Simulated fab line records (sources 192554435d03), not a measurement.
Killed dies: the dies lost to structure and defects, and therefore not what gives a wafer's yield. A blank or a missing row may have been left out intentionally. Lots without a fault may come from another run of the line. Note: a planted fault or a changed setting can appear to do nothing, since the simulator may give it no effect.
fab line records	flow n5Finfet
record: lots: 9	wafers: 25	lastDay: 16
route steps=1938 shown BEOL_M4@1111 BEOL_M15@1805 PASSIVATION@1936
lots with no fault: from the same line, run without faults
startH: start of the lot's first displayed wafer, in hours after the record's first day	waitH: hours from the lot's prior step to this one	" identical to the entry in the row above	L1.1+2: a single row standing in for several wafers	- no value present, or no start provided	* or withheld: withheld	< > ~ a bound
route shown NAME@n: names a module that has steps shown in the file, with the first one's number in the route	usual: mean/standard deviation of fault-free wafers	same: alike in all rows	chamber/n: place in a boat	sites: each site's reading	_std_site: the standard deviation of these	_edge_site: outer sites' mean less inner sites'	radiusMm: how far each site lies from the wafer's centre	mask NAME#n: copy n	behind: the tool/chamber that last shaped the wafer	hold: the reason the lot was held/the length of the hold in hours/how it ended	device: names the non-switching transistor (n, p or np)	end of line: tests of these same wafers at the route's end	where a step has no rows: the recipe by itself	killed: at the first sort, the dies lost to defects and structure; wafer yield is something else	map: per-die view of a wafer (x killed, . not killed, _ where there is no die)
set.NAME: setting as actually run; set.NAME@STEP: the setting as run at that earlier step	model.NAME: the simulator's own value behind a step, which no gauge read
route steps across a sampled set of lots; one table per step, one row per wafer
services: when a tool's chamber went out of use (startH, in hours from the record's first day, below 0 if earlier), for how many hours, and the reason
== steps ==
step: N5_BEOL_M4_RC_MEAS_101
usual: DIBL_N: 36.6/2.1	DIBL_P: 36.3/2.2	IOFF_N: 0.16/0.036	IOFF_P: 0.21/0.038	ION_N: 671/12	ION_P: 460/7.5	SS_N: 71.8/0.72	SS_P: 73.3/0.72	VT_N: 250/3.2	VT_P: -250/3.5
lot.wafer	tool	chamber	startH	waitH	DIBL_N[mV/V]	DIBL_P[mV/V]	IOFF_N[nA/um]	IOFF_P[nA/um]	ION_N[uA/um]	ION_P[uA/um]	SS_N[mV/dec]	SS_P[mV/dec]	VT_N[mV]	VT_P[mV]
L574.1	prober-02	0	162.49	0.0	40.1	39.8	0.20	0.21	675	456	72.6	73.9	248	-254
L574.2	"	0	"	"	35.0	35.4	0.12	0.16	655	453	71.2	72.8	253	-257
L574.3	"	0	"	"	37.9	38.1	0.16	0.19	669	456	71.4	73.9	252	-257
L575.2	prober-01	0	171.84	0.2	39.8	37.1	0.20	0.26	678	469	72.1	73.7	249	-245
L575.3	"	0	"	"	37.9	35.5	0.17	0.24	679	473	71.9	73.5	247	-246
L575.6	"	0	"	"	39.4	36.5	0.19	0.25	666	460	72.7	73.9	247	-246
L578.2	prober-01	0	185.55	0.2	39.1	39.6	0.20	0.25	683	458	72.3	74.0	249	-247
L578.4	"	0	"	"	34.7	33.7	0.13	0.17	654	451	71.3	72.3	252	-252
L578.6	"	0	"	"	33.8	33.0	0.11	0.15	656	454	70.9	72.3	252	-255
L581.1	prober-02	0	212.55	0.0	38.0	36.7	0.17	0.23	659	459	72.0	73.5	249	-247
L581.3	"	0	"	"	39.1	37.5	0.18	0.24	674	465	72.2	73.8	248	-248
L581.6	"	0	"	"	40.2	38.5	0.21	0.26	673	461	72.8	73.4	245	-247
L584.1	prober-01	0	223.52	0.0	32.1	31.7	0.12	0.17	668	470	69.9	72.2	253	-250
L584.2	"	0	"	"	36.3	35.6	0.18	0.24	686	471	72.0	73.1	248	-247
L584.4	"	0	"	"	36.9	36.6	0.18	0.25	673	465	72.1	73.4	248	-246
L586.2	prober-01	0	227.19	0.2	36.3	36.0	0.15	0.20	648	449	71.5	72.8	251	-248
L586.3	"	0	"	"	38.9	39.8	0.22	0.26	677	462	72.6	73.6	246	-245
L587.4	prober-01	0	242.73	0.5	40.5	39.9	0.23	0.26	696	469	72.1	74.7	244	-249
L587.5	"	0	"	"	42.0	42.1	0.27	0.30	694	470	73.8	74.8	246	-244
L587.6	"	0	"	"	40.0	37.6	0.20	0.21	666	452	73.2	73.8	249	-251
L589.2	prober-02	0	247.75	0.2	36.7	37.9	0.18	0.20	693	467	71.2	73.5	249	-253
L589.3	"	0	"	"	36.1	37.2	0.16	0.19	675	455	70.8	73.3	250	-253
L589.6	"	0	"	"	38.2	38.9	0.19	0.22	673	460	72.4	73.5	251	-248
L592.1	prober-02	0	275.01	0.0	34.1	35.0	0.13	0.18	680	464	71.4	72.3	249	-251
L592.2	"	0	"	"	36.6	37.4	0.18	0.21	669	456	72.4	73.0	249	-252
step: N5_BEOL_M15_OVL_MEAS_29
recipe: pointsPerWafer: 44
usual: M15_OVL: 0/5.4
lot.wafer	tool	chamber	startH	waitH	M15_OVL[nm]
L574.1	overlay-02	0	245.19	0.1	-2
L574.2	"	0	"	"	4
L574.3	"	0	"	"	-12
L575.2	overlay-02	0	247.03	0.0	-4
L575.3	"	0	"	"	3
L575.6	"	0	"	"	-3
L578.2	overlay-02	0	265.70	0.0	9
L578.4	"	0	"	"	13
L578.6	"	0	"	"	10
L581.1	overlay-01	0	295.66	0.0	4
L581.3	"	0	"	"	-1
L581.6	"	0	"	"	0
L584.1	overlay-01	0	306.07	0.0	10
L584.2	"	0	"	"	9
L584.4	"	0	"	"	4
L586.2	overlay-02	0	307.97	0.0	2
L586.3	"	0	"	"	3
L587.4	overlay-02	0	321.42	0.0	-2
L587.5	"	0	"	"	3
L587.6	"	0	"	"	-5
L589.2	overlay-01	0	325.19	0.0	1
L589.3	"	0	"	"	3
L589.6	"	0	"	"	8
L592.1	overlay-01	0	357.54	0.0	-8
L592.2	"	0	"	"	2
step: N5_BEOL_M15_TRENCH_ETCH_34
recipe: chemistry: C4F8/O2/Ar	target: SiO2	targetDepthA: 8729.3	heInnerTorr: 15	heOuterTorr: 30	timeS: 199	ionEnergyEv: 800	pressureMtorr: 20	sourceW: 1905	biasW: 2040	Ar_flow_sccm: 400	C4F8_flow_sccm: 16	O2_flow_sccm: 12
usual: chamberPressureMTorr: 20.000/0.018	drypumpMotorCurrentA: 5.7/0.31	oesProductAu: 0.78/0.087	rfVppV: 2228/35	showerheadPlenumPTorr: 3.46/0.12	throttleValvePct: 31.02/0.26
lot.wafer	tool	chamber	startH	waitH	chamberPressureMTorr	drypumpMotorCurrentA	oesProductAu	rfHoursCounterH	rfVppV	showerheadPlenumPTorr	throttleValvePct
L574.1	rieDiel-03	3	245.54	0.0	20.013	5.3	0.73	201	2190	3.43	31.24
L574.2	"	0	"	"	20.048	5.4	0.70	220	2252	3.39	31.09
L574.3	"	1	"	"	20.037	6.2	0.70	213	2232	3.28	31.08
L575.2	rieDiel-05	0	247.17	0.0	20.005	5.8	0.75	169	2195	3.29	31.11
L575.3	"	1	"	"	20.016	5.7	0.72	185	2278	3.39	30.32
L575.6	"	3	"	"	19.984	6.2	0.85	-	2292	3.63	31.14
L578.2	rieDiel-03	0	266.01	0.0	19.981	5.4	0.70	227	2251	3.39	31.12
L578.4	"	2	"	"	20.017	5.5	0.89	22	2253	3.65	30.85
L578.6	"	2	"	"	19.985	5.6	0.89	-	2251	3.65	30.86
L581.1	rieDiel-03	1	295.81	0.0	19.972	6.2	0.69	230	2232	3.27	31.10
L581.3	"	3	"	"	20.020	5.3	0.71	218	2190	3.42	31.26
L581.6	"	3	"	"	19.985	5.2	0.72	-	2191	3.42	31.25
L584.1	rieDiel-05	1	306.22	0.0	19.988	5.8	0.71	203	2279	3.38	30.33
L584.2	"	0	"	"	20.008	5.8	0.74	187	2196	3.29	31.12
L584.4	"	2	"	"	19.980	5.5	0.84	82	2220	3.47	30.79
L586.2	rieDiel-03	2	308.12	0.0	19.989	5.5	0.85	35	2251	3.64	30.87
L586.3	"	3	"	"	19.992	5.3	0.71	223	2190	3.42	31.26
L587.4	rieDiel-06	0	321.72	0.1	19.974	5.8	0.70	-	2175	3.41	31.29
L587.5	"	1	"	"	20.033	5.9	0.70	-	2248	3.53	30.91
L587.6	"	3	"	"	20.035	5.8	0.84	-	2193	3.48	31.28
L589.2	rieDiel-06	3	325.34	0.0	20.005	5.8	0.83	83	2194	3.48	31.28
L589.3	"	0	"	"	20.004	5.8	0.69	195	2174	3.41	31.27
L589.6	"	1	"	"	19.969	5.9	0.69	-	2248	3.53	30.93
L592.1	rieDiel-03	3	358.14	0.0	19.986	5.2	0.70	238	2190	3.41	31.26
L592.2	"	1	"	"	20.007	6.2	0.68	250	2232	3.26	31.13
step: N5_BEOL_M15_DEGAS_41
recipe: ambient: vacuum	tempC: 300	timeS: 60
usual: heaterPowerW: 447/49
lot.wafer	tool	chamber	startH	waitH	heaterPowerW
L574.1	pvdSputter-03	-	247.27	0.3	416
L574.2	"	-	"	"	498
L574.3	"	-	"	"	450
L575.2	pvdSputter-03	-	247.74	0.0	487
L575.3	"	-	"	"	360
L575.6	"	-	"	"	455
L578.2	pvdSputter-02	-	267.47	0.3	490
L578.4	"	-	"	"	474
L578.6	"	-	"	"	431
L581.1	pvdSputter-01	-	296.45	0.0	518
L581.3	"	-	"	"	432
L581.6	"	-	"	"	529
L584.1	pvdSputter-01	-	308.71	0.5	504
L584.2	"	-	"	"	433
L584.4	"	-	"	"	428
L586.2	pvdSputter-03	-	312.09	0.4	351
L586.3	"	-	"	"	401
L587.4	pvdSputter-03	-	323.03	0.5	405
L587.5	"	-	"	"	411
L587.6	"	-	"	"	368
L589.2	pvdSputter-01	-	328.25	0.2	433
L589.3	"	-	"	"	526
L589.6	"	-	"	"	516
L592.1	pvdSputter-01	-	361.17	0.7	498
L592.2	"	-	"	"	442
step: N5_BEOL_M15_SPUTTER_45
recipe: material: Cu	targetThkA: 1000	tempC: -20	biasV: 60	powerW: 26000	chamberPressurePa: 0.13	timeS: 16.67
usual: biasV: 60.1/0.65	cathodeDcPowerW: 26000/4.7	chuckSensorTempC: -15.9/0.46	throttleValvePct: 29.9/0.92
lot.wafer	tool	chamber	startH	waitH	biasV	cathodeDcPowerW	chuckSensorTempC	throttleValvePct
L574.1	pvdSputter-03	-	247.51	0.0	60.0	26015	-16.0	30.5
L574.2	"	-	"	"	60.4	26008	-15.7	29.2
L574.3	"	-	"	"	60.0	26003	-16.8	30.0
L575.2	pvdSputter-03	-	247.98	0.0	59.8	26001	-15.5	28.9
L575.3	"	-	"	"	60.9	25994	-15.5	30.5
L575.6	"	-	"	"	59.8	26008	-16.7	30.0
L578.2	pvdSputter-02	-	267.71	0.0	59.5	26001	-15.9	30.3
L578.4	"	-	"	"	60.0	25999	-15.7	31.3
L578.6	"	-	"	"	60.6	26003	-16.1	28.3
L581.1	pvdSputter-01	-	296.69	0.0	-	-	-	-
L581.3	"	-	"	"	-	-	-	-
L581.6	"	-	"	"	-	-	-	-
L584.1	pvdSputter-01	-	308.95	0.0	-	-	-	-
L584.2	"	-	"	"	-	-	-	-
L584.4	"	-	"	"	-	-	-	-
L586.2	pvdSputter-03	-	312.33	0.0	60.9	25994	-15.5	30.2
L586.3	"	-	"	"	59.5	25998	-16.0	30.6
L587.4	pvdSputter-03	-	323.27	0.0	59.1	25995	-16.0	30.4
L587.5	"	-	"	"	58.8	25996	-16.0	30.7
L587.6	"	-	"	"	58.9	25997	-15.6	30.1
L589.2	pvdSputter-01	-	328.49	0.0	60.5	26002	-16.1	30.5
L589.3	"	-	"	"	59.9	25996	-15.7	30.0
L589.6	"	-	"	"	59.8	26002	-15.5	29.8
L592.1	pvdSputter-01	-	361.41	0.0	58.9	25998	-15.7	30.8
L592.2	"	-	"	"	60.4	25998	-15.5	27.8
step: N5_BEOL_M15_THK_MEAS_50
recipe: thkMeasGauge: xrf	reads: Cu_of_BEOL_M15_ECD_47
usual: M15_THK: 861/18
lot.wafer	tool	chamber	startH	waitH	M15_THK[nm]
L574.1	filmMetro-02	-	248.64	-	874
L574.2	"	-	"	"	872
L574.3	"	-	"	"	886
L575.2	filmMetro-02	-	249.12	-	881
L575.3	"	-	"	"	861
L575.6	"	-	"	"	847
L578.2	filmMetro-02	-	268.66	-	866
L578.4	"	-	"	"	869
L578.6	"	-	"	"	868
L581.1	filmMetro-02	-	297.64	-	-
L581.3	"	-	"	"	-
L581.6	"	-	"	"	-
L584.1	filmMetro-01	-	309.90	-	-
L584.2	"	-	"	"	-
L584.4	"	-	"	"	-
L586.2	filmMetro-01	-	313.28	-	861
L586.3	"	-	"	"	850
L587.4	filmMetro-02	-	324.22	-	847
L587.5	"	-	"	"	828
L587.6	"	-	"	"	867
L589.2	filmMetro-02	-	329.59	-	857
L589.3	"	-	"	"	827
L589.6	"	-	"	"	820
L592.1	filmMetro-01	-	362.77	-	844
L592.2	"	-	"	"	866
step: N5_BEOL_M15_RS_MEAS_54
recipe: thkMeasGauge: four-point-probe	reads: Cu_of_BEOL_M15_ECD_47+Ta_of_BEOL_M15_SPUTTER_44+TaN_of_BEOL_M15_SPUTTER_43
usual: M15_RS: 0.0214/0.00043
lot.wafer	tool	chamber	startH	waitH	M15_RS[ohm/sq]
L574.1	filmMetro-02	-	248.77	0.0	0.0213
L574.2	"	-	"	"	0.0215
L574.3	"	-	"	"	0.0211
L575.2	filmMetro-02	-	249.25	0.1	0.0210
L575.3	"	-	"	"	0.0215
L575.6	"	-	"	"	0.0220
L578.2	filmMetro-02	-	268.79	0.1	0.0213
L578.4	"	-	"	"	0.0213
L578.6	"	-	"	"	0.0212
L581.1	filmMetro-02	-	297.77	0.0	32.547
L581.3	"	-	"	"	31.911
L581.6	"	-	"	"	32.453
L584.1	filmMetro-02	-	310.03	0.0	32.675
L584.2	"	-	"	"	31.325
L584.4	"	-	"	"	32.712
L586.2	filmMetro-02	-	313.41	0.1	0.0215
L586.3	"	-	"	"	0.0216
L587.4	filmMetro-02	-	324.35	0.0	0.0218
L587.5	"	-	"	"	0.0222
L587.6	"	-	"	"	0.0212
L589.2	filmMetro-01	-	329.72	0.1	0.0214
L589.3	"	-	"	"	0.0222
L589.6	"	-	"	"	0.0224
L592.1	filmMetro-01	-	362.90	0.0	0.0217
L592.2	"	-	"	"	0.0211
step: N5_PASSIVATION_PROBE_49
usual: defectLimitedYield: 91.1/1.4	killed_at_M0_to_M3: 33/9.1	killed_at_M4_up: 14/5.6	killedAtContacts: 13/5.7	killedAtFrontEnd: 42/12	killedAtOther: 4/3	killedDies: 105/16	killedOnRim: 13/4	killedOpen: 69/11	killedShort: 34/7.5	sort_bin_4_leakage: 0.00/0.0072	sort_bin_5_function: 5.2/0.91	sort_bin_6_memory: 3.3/0.64	sort_bin_8_speed: 0.0/0.37	sortNPass: 1075/16	sortYieldPct: 91.1/1.4
same: grossDies: 1180	killedAtBackSide: 0
lot.wafer	tool	chamber	startH	waitH	defectLimitedYield[%]	killed_at_M0_to_M3	killed_at_M4_up	killedAtContacts	killedAtFrontEnd	killedAtOther	killedDies	killedOnRim	killedOpen	killedShort	sort_bin_4_leakage[%]	sort_bin_5_function[%]	sort_bin_6_memory[%]	sort_bin_8_speed[%]	sortNPass	sortYieldPct[%]
L574.1	prober-02	-	262.73	0.0	90.3	28	19	11	54	2	114	14	73	37	0	5.4	3.6	0	1066	90.3
L574.2	prober-02	-	262.78	0.1	91.6	28	24	12	33	2	99	10	66	28	0	4.5	3.6	0	1081	91.6
L574.3	prober-02	-	262.83	0.1	91.5	29	13	6	51	1	100	9	66	33	0	4.4	3.8	0	1080	91.5
L575.2	prober-02	-	263.52	0.1	91.1	22	12	19	48	4	105	12	65	35	0	5.0	3.8	0	1075	91.1
L575.3	prober-02	-	263.57	0.1	91.3	27	6	17	48	5	103	9	62	40	0	5.7	2.5	0	1077	91.3
L575.6	prober-02	-	263.72	0.3	93.0	25	9	14	30	5	83	7	54	29	0	3.7	3.0	0	1097	93.0
L578.2	prober-01	-	283.81	0.1	91.3	18	13	19	51	2	103	8	61	42	0	4.9	3.3	0	1077	91.3
L578.4	prober-01	-	283.91	0.2	91.7	31	13	14	33	7	98	11	54	40	0	5.1	2.9	0	1082	91.7
L578.6	prober-01	-	284.01	0.3	91.9	35	10	15	34	1	95	8	61	32	0	5.4	2.3	0	1085	91.9
L581.1	prober-01	-	311.01	0.2	0	37	1101	11	30	1	1180	152	64	25	0	96.8	3.1	0	0	0
L581.3	prober-01	-	311.11	0.3	0	26	1104	11	39	0	1180	152	51	33	0	97.3	2.4	0	0	0
L581.6	prober-01	-	311.26	0.4	0	32	1067	8	68	5	1180	152	80	43	0	95.6	4.0	0	0	0
L584.1	prober-01	-	323.05	0.0	0	22	1101	16	29	12	1180	152	56	32	0	97.2	2.2	0	0	0
L584.2	prober-01	-	323.10	0.1	0	15	1122	8	32	3	1180	152	40	30	0	97.4	2.3	0	0	0
L584.4	prober-01	-	323.20	0.2	0	22	1097	8	49	4	1180	152	59	33	0	96.4	3.3	0	0	0
L586.2	prober-02	-	326.55	0.1	91.4	32	20	10	37	3	102	11	72	28	0	5.5	2.8	0	1078	91.4
L586.3	prober-02	-	326.60	0.1	92.5	14	21	16	31	6	88	6	63	24	0	4.2	3.1	0	1092	92.5
L587.4	prober-02	-	341.60	0.2	90.7	28	14	14	51	3	110	20	71	39	0	5.4	3.6	0	1070	90.7
L587.5	prober-02	-	341.65	0.2	93.1	26	8	10	35	3	82	8	51	31	0.08	4.3	2.5	0	1097	93.0
L587.6	prober-02	-	341.70	0.3	92.1	30	11	7	45	0	93	20	61	25	0	4.2	2.8	0	1087	92.1
L589.2	prober-02	-	346.04	0.1	90.8	27	26	3	51	1	108	12	77	30	0	5.3	3.6	0	1072	90.8
L589.3	prober-02	-	346.09	0.1	91.7	38	13	15	31	1	98	16	66	31	0	5.3	2.8	0	1082	91.7
L589.6	prober-02	-	346.24	0.3	92.2	27	20	10	35	0	92	15	69	21	0	4.1	3.6	0	1088	92.2
L592.1	prober-01	-	378.24	0.0	90.8	33	18	3	46	8	108	19	72	36	0	4.7	4.1	0	1072	90.8
L592.2	prober-01	-	378.29	0.1	89.9	40	17	11	46	5	119	9	78	39	0	5.7	3.9	0.1	1061	89.9
killed by level:class
L574.1 FIN_SAQP:geometricParticle:open=15 STI_FIN_REVEAL:geometricParticle:open=13 BEOL_M3:geometricParticle:open=10 FIN_SAQP:geometricParticle:short=8 MOL_CONTACT_COAG:geometricParticle:open=7 BEOL_M4:geometricParticle:open=5 BEOL_M0_SAQP:geometricParticle:open=5 MOL_CONTACT_COAG:geometricParticle:short=4
L574.2 BEOL_M4:geometricParticle:open=15 FIN_SAQP:geometricParticle:open=10 BEOL_M3:geometricParticle:open=10 FIN_SAQP:geometricParticle:short=8 MOL_CONTACT_COAG:geometricParticle:open=8 GATE_CUT:geometricParticle:short=5 BEOL_M2:geometricParticle:open=5 MOL_CONTACT_COAG:geometricParticle:short=4
L574.3 FIN_SAQP:geometricParticle:short=14 BEOL_M3:geometricParticle:open=13 FIN_SAQP:geometricParticle:open=11 BEOL_M4:geometricParticle:open=8 BEOL_M2:geometricParticle:open=7 MOL_CONTACT_COAG:geometricParticle:open=5 STI_FIN_REVEAL:geometricParticle:open=5 GATE_CUT:geometricParticle:short=5
L575.2 FIN_SAQP:geometricParticle:open=15 MOL_CONTACT_COAG:geometricParticle:open=15 FIN_SAQP:geometricParticle:short=9 BEOL_M0_SAQP:geometricParticle:short=6 STI_FIN_REVEAL:geometricParticle:open=5 BEOL_M0_SAQP:geometricParticle:open=4 BEOL_M1:geometricParticle:open=4 STI_FIN_REVEAL:geometricParticle:short=3
L575.3 MOL_CONTACT_COAG:geometricParticle:open=13 FIN_SAQP:geometricParticle:open=11 BEOL_M0_SAQP:geometricParticle:open=11 GATE_CUT:geometricParticle:short=10 FIN_SAQP:geometricParticle:short=8 BEOL_M0_SAQP:geometricParticle:short=6 GATE_CUT:geometricParticle:open=5 STI_FIN_REVEAL:geometricParticle:open=5
L575.6 MOL_CONTACT_COAG:geometricParticle:open=13 FIN_SAQP:geometricParticle:open=8 BEOL_M0_SAQP:geometricParticle:open=7 FIN_SAQP:geometricParticle:short=5 GATE_CUT:geometricParticle:short=5 BEOL_M0_SAQP:geometricParticle:short=4 BEOL_M2:geometricParticle:short=4 BEOL_M2:geometricParticle:open=4
L578.2 MOL_CONTACT_COAG:geometricParticle:open=15 FIN_SAQP:geometricParticle:short=12 BEOL_M0_SAQP:geometricParticle:short=9 DUMMY_GATE:geometricParticle:open=8 FIN_SAQP:geometricParticle:open=6 GATE_CUT:geometricParticle:short=6 ILD0:geometricParticle:open=5 MOL_CONTACT_COAG:geometricParticle:short=4
L578.4 FIN_SAQP:geometricParticle:short=12 BEOL_M0_SAQP:geometricParticle:short=11 MOL_CONTACT_COAG:geometricParticle:open=11 FIN_SAQP:geometricParticle:open=8 BEOL_M1:geometricParticle:open=7 BEOL_M0_SAQP:geometricParticle:open=6 GATE_CUT:geometricParticle:open=3 MOL_CONTACT_COAG:geometricParticle:short=3
L578.6 GATE_CUT:geometricParticle:open=8 MOL_CONTACT_COAG:geometricParticle:open=8 BEOL_M0_SAQP:geometricParticle:short=8 FIN_SAQP:geometricParticle:open=7 BEOL_M2:geometricParticle:open=7 BEOL_M3:geometricParticle:open=7 GATE_CUT:geometricParticle:short=6 MOL_CONTACT_COAG:geometricParticle:short=6
L581.1 BEOL_M15:areaSputter=563 BEOL_M15:areaEcd=527 BEOL_M0_SAQP:geometricParticle:open=13 MOL_CONTACT_COAG:geometricParticle:open=9 STI_FIN_REVEAL:geometricParticle:open=8 BEOL_M0_SAQP:geometricParticle:short=8 FIN_SAQP:geometricParticle:open=5 DUMMY_GATE:geometricParticle:open=4
L581.3 BEOL_M15:areaSputter=567 BEOL_M15:areaEcd=529 FIN_SAQP:geometricParticle:short=9 BEOL_M0_SAQP:geometricParticle:open=8 STI_FIN_REVEAL:geometricParticle:open=6 MOL_CONTACT_COAG:geometricParticle:open=6 FIN_SAQP:geometricParticle:open=5 MOL_CONTACT_COAG:geometricParticle:short=5
L581.6 BEOL_M15:areaSputter=552 BEOL_M15:areaEcd=505 STI_FIN_REVEAL:geometricParticle:open=26 FIN_SAQP:geometricParticle:short=10 BEOL_M0_SAQP:geometricParticle:short=10 BEOL_M0_SAQP:geometricParticle:open=10 FIN_SAQP:geometricParticle:open=8 MOL_CONTACT_COAG:geometricParticle:open=6
L584.1 BEOL_M15:areaSputter=548 BEOL_M15:areaEcd=544 MOL_CONTACT_COAG:geometricParticle:open=14 FIN_SAQP:geometricParticle:short=9 STI_FIN_REVEAL:geometricParticle:open=9 GATE_CUT:geometricParticle:short=5 BEOL_M2:geometricParticle:open=5 BEOL_M3:geometricParticle:open=5
L584.2 BEOL_M15:areaSputter=567 BEOL_M15:areaEcd=543 FIN_SAQP:geometricParticle:short=9 MOL_CONTACT_COAG:geometricParticle:open=6 BEOL_M4:geometricParticle:open=6 GATE_CUT:geometricParticle:short=4 BEOL_M0_SAQP:geometricParticle:short=4 BEOL_M2:geometricParticle:open=4
L584.4 BEOL_M15:areaEcd=545 BEOL_M15:areaSputter=542 STI_FIN_REVEAL:geometricParticle:open=14 FIN_SAQP:geometricParticle:short=12 BEOL_M3:geometricParticle:open=8 MOL_CONTACT_COAG:geometricParticle:open=7 GATE_CUT:geometricParticle:short=5 BEOL_M2:geometricParticle:open=5
L586.2 FIN_SAQP:geometricParticle:open=15 BEOL_M4:geometricParticle:open=8 BEOL_M0_SAQP:geometricParticle:short=7 BEOL_M1:geometricParticle:open=7 BEOL_M3:geometricParticle:open=7 DUMMY_GATE:geometricParticle:open=6 MOL_CONTACT_COAG:geometricParticle:open=6 BEOL_M0_SAQP:geometricParticle:open=6
L586.3 MOL_CONTACT_COAG:geometricParticle:open=13 FIN_SAQP:geometricParticle:open=8 BEOL_M4:geometricParticle:open=8 DUMMY_GATE:geometricParticle:open=7 BEOL_M0_SAQP:geometricParticle:open=5 STI_FIN_REVEAL:geometricParticle:open=4 BEOL_M2:geometricParticle:open=4 FIN_SAQP:geometricParticle:short=3
L587.4 MOL_CONTACT_COAG:geometricParticle:open=13 DUMMY_GATE:geometricParticle:open=9 FIN_SAQP:geometricParticle:short=8 STI_FIN_REVEAL:geometricParticle:open=6 BEOL_M0_SAQP:geometricParticle:short=6 BEOL_M1:geometricParticle:open=6 BEOL_M3:geometricParticle:open=6 FIN_SAQP:geometricParticle:open=5
L587.5 MOL_CONTACT_COAG:geometricParticle:open=8 DUMMY_GATE:geometricParticle:open=6 BEOL_M0_SAQP:geometricParticle:short=6 STI_FIN_REVEAL:geometricParticle:open=5 GATE_CUT:geometricParticle:short=5 BEOL_M0_SAQP:geometricParticle:open=5 BEOL_M2:geometricParticle:open=4 BEOL_M3:geometricParticle:open=4
L587.6 BEOL_M3:geometricParticle:open=12 GATE_CUT:geometricParticle:short=8 DUMMY_GATE:geometricParticle:open=6 MOL_CONTACT_COAG:geometricParticle:open=6 BEOL_M2:geometricParticle:open=6 HKMG_FIN:areaEtch=6 FIN_SAQP:geometricParticle:open=5 FIN_SAQP:geometricParticle:short=5
L589.2 STI_FIN_REVEAL:geometricParticle:open=18 BEOL_M2:geometricParticle:open=10 BEOL_M4:geometricParticle:open=10 FIN_SAQP:geometricParticle:short=6 FIN_SAQP:geometricParticle:open=6 GATE_CUT:geometricParticle:short=6 BEOL_M0_SAQP:geometricParticle:short=5 BEOL_M0_SAQP:geometricParticle:open=5
L589.3 MOL_CONTACT_COAG:geometricParticle:open=12 BEOL_M0_SAQP:geometricParticle:short=10 BEOL_M0_SAQP:geometricParticle:open=8 GATE_CUT:geometricParticle:short=5 BEOL_M1:geometricParticle:open=5 BEOL_M6:geometricParticle:open=5 FIN_SAQP:geometricParticle:short=4 STI_FIN_REVEAL:geometricParticle:open=4
L589.6 STI_FIN_REVEAL:geometricParticle:open=20 MOL_CONTACT_COAG:geometricParticle:open=9 BEOL_M4:geometricParticle:open=8 BEOL_M3:geometricParticle:open=5 BEOL_M0_SAQP:geometricParticle:open=5 BEOL_M5:geometricParticle:open=5 STI_FIN_REVEAL:geometricParticle:short=4 BEOL_M0:geometricParticle:open=4
L592.1 STI_FIN_REVEAL:geometricParticle:open=12 BEOL_M0_SAQP:geometricParticle:short=12 BEOL_M0_SAQP:geometricParticle:open=11 BEOL_M4:geometricParticle:open=10 FIN_SAQP:geometricParticle:short=9 FIN_SAQP:geometricParticle:open=6 BEOL_M3:geometricParticle:open=5 PASS1_CAP:geometricParticle:open=4
L592.2 BEOL_M4:geometricParticle:open=13 STI_FIN_REVEAL:geometricParticle:open=10 BEOL_M3:geometricParticle:open=10 FIN_SAQP:geometricParticle:short=9 FIN_SAQP:geometricParticle:open=9 MOL_CONTACT_COAG:geometricParticle:open=9 BEOL_M0_SAQP:geometricParticle:short=8 BEOL_M0_SAQP:geometricParticle:open=7
== services ==
tool	chamber	startH	hours	kind
rieDiel-06	0	270.40	9.1	repair
rieDiel-05	2	270.47	12.0	repair
rieDiel-05	3	312.55	6.6	repair
rieDiel-06	2	316.25	-	clean
rieDiel-06	2	316.25	-	consumableReplace:focusRing
rieDiel-06	2	316.25	14.1	scheduledDown
rieDiel-06	2	316.25	14.1	ventCycle
rieDiel-05	2	317.23	1.2	repair
rieDiel-03	2	331.22	2.2	repair
rieDiel-03	0	341.81	-	clean
rieDiel-03	0	341.81	-	consumableReplace:focusRing
rieDiel-03	0	341.81	16.5	scheduledDown
rieDiel-03	0	341.81	16.5	ventCycle
rieDiel-03	1	358.73	-	clean
rieDiel-03	1	358.73	-	consumableReplace:focusRing
rieDiel-03	1	358.73	-	consumableReplace:showerhead
rieDiel-03	1	358.73	27.6	scheduledDown
rieDiel-03	1	358.73	27.6	ventCycle
== key ==
firstSign: step: N5_BEOL_M15_SPUTTER_45	reading: toolRecord	direction: missing
effect: step: N5_BEOL_M15_THK_MEAS_50	reading: M15_THK	direction: missing
effect: step: N5_BEOL_M15_RS_MEAS_54	reading: M15_RS	direction: up	sigmas: 99+	usual: 0.0214	struck: 32.270
effect: step: N5_PASSIVATION_PROBE_49	reading: killed_at_M4_up	direction: up	sigmas: 99+	usual: 14	struck: 1099
moreKillsBornAt: N5_BEOL_M15_SPUTTER_45@pvdSputter-01: 3339	N5_BEOL_M15_ECD_47@ecdCu-02: 3193
metAt N5_BEOL_M15_SPUTTER_45
struckLots L581,L584
laterRowsLeftOut L581.1,L581.3,L581.6,L584.1,L584.2,L584.4
notActingAt N5_BEOL_M15_OVL_MEAS_29,N5_BEOL_M15_TRENCH_ETCH_34,N5_BEOL_M15_DEGAS_41
onsetBetween 247.98 296.69
fault: kind: skippedStepWhole	tool: pvdSputter-01,pvdSputter-03	chamber: -	onsetH: 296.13	steps: N5_BEOL_M15_SPUTTER_45	scope: struckLotsOnly
laterRowsLeftOut: the simulator's readings of these wafers behind a module that went badly wrong aren't trusted and aren't shown, but for the sort
